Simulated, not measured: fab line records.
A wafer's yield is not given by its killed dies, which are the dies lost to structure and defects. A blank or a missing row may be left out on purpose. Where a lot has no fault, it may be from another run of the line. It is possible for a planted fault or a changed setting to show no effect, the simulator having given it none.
Split-lot trial + flow n5-finfet + 7 lots, 39 wafers read, on a route of 1938 steps

## SPLIT DETAILS
At N5_SD_EPI_N_DESCUM_14 (chemistry O2, time 7.9 s), the setting time-s was moved away from the recipe's 7.9 s on 15 of the 39 wafers read, by -54.4% to +55.1%. This setting was run at the recipe's value on the other wafers.

The file shows no step between the split and the reading.

## THE READING
CAR-ArF-block_of_SD_EPI_N_COAT_03.thk-nm (the simulator's own value, which no gauge read), in nm, at N5_SD_EPI_N_ETCH_34 (etches SiARC in CF4, target depth 45.5 nm, time 75.8 s). The file gives no usual value for it. Here, 24 wafers ran the recipe; their average is 111.0 nm with a standard deviation of 0.53 nm.

| wafer  | tool, chamber at the split | time-s as run, s | against the recipe | CAR-ArF-block_of_SD_EPI_N_COAT_03.thk-nm, nm | against lot-mates on the recipe |
|--------|----------------------------|------------------|--------------------|----------------------------------------------|---------------------------------|
| L075.1 | rie-diel-03, 2,0,2         | 7.9              | recipe             | 111                                          | -                               |
| L075.3 | rie-diel-03, 2,0,2         | 7.9              | recipe             | 111                                          | -                               |
| L075.5 | rie-diel-03, 2,0,2         | 7.9              | recipe             | 111                                          | -                               |
| L075.2 | rie-diel-03, 3,1           | 3.601            | -54.4%             | 113.2                                        | +2.2                            |
| L075.4 | rie-diel-03, 3,1           | 3.601            | -54.4%             | 113.4                                        | +2.4                            |
| L075.6 | rie-diel-03, 1             | 3.601            | -54.4%             | 113                                          | +2.0                            |
| L077.1 | rie-diel-04, 2             | 7.9              | recipe             | 110.2                                        | -                               |
| L077.2 | rie-diel-04, 1,0           | 7.9              | recipe             | 110                                          | -                               |
| L077.6 | rie-diel-04, 1,0           | 7.9              | recipe             | 109.8                                        | -                               |
| L078.1 | rie-diel-03, 0,3           | 12.25            | +55.1%             | 108.2                                        | -2.9                            |
| L078.2 | rie-diel-03, 2             | 12.25            | +55.1%             | 108.6                                        | -2.5                            |
| L078.3 | rie-diel-03, 0,3           | 12.25            | +55.1%             | 108.4                                        | -2.7                            |
| L078.4 | rie-diel-03, 1,1,0         | 7.9              | recipe             | 111                                          | -                               |
| L078.5 | rie-diel-03, 1,1,0         | 7.9              | recipe             | 111.2                                        | -                               |
| L078.6 | rie-diel-03, 1,1,0         | 7.9              | recipe             | 111.2                                        | -                               |
| L082.1 | rie-diel-04, 2,1           | 11.61            | +47.0%             | 108.4                                        | -2.3                            |
| L082.5 | rie-diel-04, 2,1           | 11.61            | +47.0%             | 108.4                                        | -2.3                            |
| L082.2 | rie-diel-04, 3             | 7.9              | recipe             | 111                                          | -                               |
| L082.3 | rie-diel-04, 1             | 7.9              | recipe             | 110.2                                        | -                               |
| L082.4 | rie-diel-04, 0             | 11.61            | +47.0%             | 108.6                                        | -2.1                            |
| L082.6 | rie-diel-04, 0             | 7.9              | recipe             | 110.8                                        | -                               |
| L083.1 | rie-diel-03, 0             | 7.9              | recipe             | 110.4                                        | -                               |
| L083.2 | rie-diel-03, 1             | 10.6             | +34.2%             | 108.4                                        | -2.3                            |
| L083.3 | rie-diel-03, 3             | 7.9              | recipe             | 111.2                                        | -                               |
| L083.4 | rie-diel-03, 2,1           | 10.6             | +34.2%             | 109.2                                        | -1.5                            |
| L083.5 | rie-diel-03, 2,1           | 10.6             | +34.2%             | 109.4                                        | -1.3                            |
| L083.6 | rie-diel-03, 0             | 7.9              | recipe             | 110.6                                        | -                               |
| L087.1 | rie-diel-01, 3,2           | 7.9              | recipe             | 110.8                                        | -                               |
| L087.2 | rie-diel-01, 0,1           | 7.9              | recipe             | 111.2                                        | -                               |
| L087.5 | rie-diel-01, 0             | 7.9              | recipe             | 111.2                                        | -                               |
| L087.3 | rie-diel-01, 3,2           | 7.9              | recipe             | 111                                          | -                               |
| L087.4 | rie-diel-01, 1             | 7.9              | recipe             | 111.6                                        | -                               |
| L087.6 | rie-diel-01, 0,1           | 7.9              | recipe             | 111.4                                        | -                               |
| L093.1 | rie-diel-03, 2             | 7.9              | recipe             | 111.6                                        | -                               |
| L093.2 | rie-diel-03, 3             | 7.9              | recipe             | 111.8                                        | -                               |
| L093.3 | rie-diel-03, 1             | 7.9              | recipe             | 111.8                                        | -                               |
| L093.4 | rie-diel-03, 0             | 11.69            | +48.0%             | 108.8                                        | -2.9                            |
| L093.5 | rie-diel-03, 1,0           | 11.69            | +48.0%             | 109.2                                        | -2.5                            |
| L093.6 | rie-diel-03, 1,0           | 11.69            | +48.0%             | 109.2                                        | -2.5                            |
If several chambers appear in one row, that row covers several wafers at once and the file leaves open which wafer was in which chamber.

THE FIT
A straight line over all 39 wafers: CAR-ArF-block_of_SD_EPI_N_COAT_03.thk-nm changes by -0.0454 nm for each +1% of time-s; r = -0.94; the points scatter about the line by 0.48 nm.
The same after taking each lot's own level away (the mean of its wafers on the recipe; 39 wafers): -0.0472 nm for each +1%; r = -0.98; scatter 0.28 nm.
That fit puts the effect of the largest move of time-s on the reading at 2.6 nm.
The span of the lots' own levels, 110.00 to 111.73 nm, comes to 3.3 times the standard deviation stated above.
So the lot-to-lot level changes the slope little: the two slopes agree.
Check: -2.65 nm against its lot-mates is what the line predicts for one of the wafers moved furthest among these (+55.1%) when that wafer is left out of the fit. Against them it came out at -2.93 nm.

## OTHER SPLITS ON THESE WAFERS
Before the reading, these wafers also passed through other splits. Each is held against what the fit with the lots' levels taken away leaves over:
| other split on the same wafers           | wafers away from the commonest value | r with CAR-ArF-block_of_SD_EPI_N_COAT_03.thk-nm (lot level and that fit taken away) |
|------------------------------------------|--------------------------------------|-------------------------------------------------------------------------------------|
| N5_PMOS_HMC_CHANNEL_EPI_DESCUM_14 time-s | 18                                   | -0.15                                                                               |

## THE WHOLE CHAIN: every reading that the file lists as answering this split, in the file's order
| step                  | what it does                                           | reading                                                                                   | change (the file's fit)                | r (the file's) |
|-----------------------|--------------------------------------------------------|-------------------------------------------------------------------------------------------|----------------------------------------|----------------|
| N5_SD_EPI_N_DESCUM_14 | chemistry O2, time 7.9 s                               | CAR-ArF-block_of_SD_EPI_N_COAT_03.thk-nm (the simulator's own value, which no gauge read) | -0.0488 nm for each +1% of the setting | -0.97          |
| N5_SD_EPI_N_ETCH_34   | etches SiARC in CF4, target depth 45.5 nm, time 75.8 s | CAR-ArF-block_of_SD_EPI_N_COAT_03.thk-nm (the simulator's own value, which no gauge read) | -0.0481 nm for each +1% of the setting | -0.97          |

## FILE'S OWN FIT
CAR-ArF-block_of_SD_EPI_N_COAT_03.thk-nm changes by -0.0481 nm for each +1% of time-s, r = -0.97.
